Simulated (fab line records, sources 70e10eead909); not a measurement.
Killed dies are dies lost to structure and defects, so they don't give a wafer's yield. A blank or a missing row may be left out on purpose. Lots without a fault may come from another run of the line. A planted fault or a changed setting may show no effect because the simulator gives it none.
Chamber matching | flow nand_harc | NHARC_A_CHANNEL_FILL_D1_CMP_10 on cmp-04: 4 sister chambers
The step polishes, target thk 150 nm. 14 wafers are shown with their chamber, then 7 later ones without.

WAFERS WITH THEIR CHAMBER
wafer  | chamber | motor_current_A (A) | time_to_endpoint_s (s)
L079.1 | 0       | 12.5                | 15.1
L079.2 | 2       | 15.2                | 15.9
L079.3 | 3       | 11.3                | 17.1
L090.1 | 2       | 13.9                | 17.9
L090.2 | 3       | 11.0                | 14.4
L090.6 | 0       | 12.1                | 16.8
L091.1 | 2       | 13.9                | 14.9
L091.2 | 0       | 12.0                | 14.6
L091.6 | 2       | 13.9                | 16.9
L092.3 | 1       | 13.7                | 19.2
L092.4 | 3       | 11.2                | 16.9
L092.5 | 1       | 13.9                | 19.1
L094.1 | 1       | 14.4                | 15.4
L094.2 | 3       | 10.9                | 13.2

SIGNATURES (means of the wafers above)
reading            | chamber 0 | chamber 1 | chamber 2 | chamber 3 | scatter within a chamber
motor_current_A    | 12.200    | 14.000    | 14.225    | 11.100    | 0.42
time_to_endpoint_s | 15.500    | 17.900    | 16.400    | 15.400    | 1.67
Rule: a wafer's distance from a chamber is the root of the sum, over the readings, of the square of ((its reading less the chamber's mean) divided by the reading's scatter). The wafer belongs to the nearest chamber; if the next one is less than 2 further off, it can't be placed. The scatter: the root of (the sum of the squares of (reading less its chamber's mean) over the shown wafers, divided by (wafers less chambers)).

WAFERS WITHOUT THEIR CHAMBER
wafer  | motor_current_A (A) | time_to_endpoint_s (s)
L094.6 | 12.2                | 13.9
L095.2 | 11.6                | 13.1
L095.5 | 11.9                | 14.4
L095.6 | 11.4                | 13.4
L097.3 | 11.4                | 16.9
L097.4 | 13.6                | 15.8
L097.6 | 11.5                | 15.8

WHICH CHAMBER EACH WENT THROUGH
wafer  | from the rows above          | in truth
L094.6 | can't be placed: 0 or 3      | 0
L095.2 | can't be placed: 3 or 0      | 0
L095.5 | can't be placed: 0 or 3      | 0
L095.6 | can't be placed: 3 or 0      | 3
L097.3 | can't be placed: 3 or 0      | 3
L097.4 | can't be placed: 2 or 1 or 0 | 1
L097.6 | can't be placed: 3 or 0      | 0
Placed correctly: 0 of 7. Can't be placed from these rows: 7 (the true chamber is among the candidates in 7). Placed wrongly: 0.
